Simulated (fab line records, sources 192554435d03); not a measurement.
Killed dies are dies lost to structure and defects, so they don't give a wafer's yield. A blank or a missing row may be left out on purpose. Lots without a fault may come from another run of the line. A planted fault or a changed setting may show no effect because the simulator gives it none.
Chamber matching | flow n5_finfet | N5_FIN_SAQP_PECVD_47 on pecvd-02: 3 sister chambers
The step deposits a-Si from SiH4/He, target thk 45 nm, time 36.3 s. 6 wafers are shown with their chamber, then 7 later ones without.

WAFERS WITH THEIR CHAMBER
wafer  | chamber | throttle_valve_pct (%) | showerhead_plenum_p_Torr (Torr)
L230.4 | 2       | 18.2                   | 5.63
L231.3 | 0       | 19.7                   | 5.70
L231.5 | 1       | 17.6                   | 5.64
L231.6 | 2       | 18.2                   | 5.63
L232.2 | 0       | 19.4                   | 5.68
L232.4 | 1       | 17.7                   | 5.63

WAFERS WITHOUT THEIR CHAMBER
wafer  | throttle_valve_pct (%) | showerhead_plenum_p_Torr (Torr)
L232.5 | 19.5                   | 5.69
L239.3 | 19.4                   | 5.71
L239.4 | 19.6                   | 5.72
L239.6 | 17.8                   | 5.64
L241.2 | 17.9                   | 5.63
L241.3 | 17.7                   | 5.64
L241.5 | 18.0                   | 5.62

WHICH CHAMBER EACH WENT THROUGH
wafer  | from the rows above     | in truth
L232.5 | 0                       | 0
L239.3 | 0                       | 0
L239.4 | 0                       | 0
L239.6 | 1                       | 1
L241.2 | can't be placed: 1 or 2 | 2
L241.3 | 1                       | 1
L241.5 | can't be placed: 2 or 1 | 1
Placed correctly: 5 of 7. Can't be placed from these rows: 2 (the true chamber is among the candidates in 2). Placed wrongly: 0.
How it was worked out, from the rows above alone: a wafer's distance from a chamber is the root of the sum, over the readings, of the square of ((its reading less the chamber's mean) divided by the reading's scatter). The wafer belongs to the nearest chamber; if the next one is less than 2 further off, it can't be placed. A chamber's mean is the mean of its shown wafers. The scatter: the root of (the sum of the squares of (reading less its chamber's mean) over the shown wafers, divided by (wafers less chambers)).
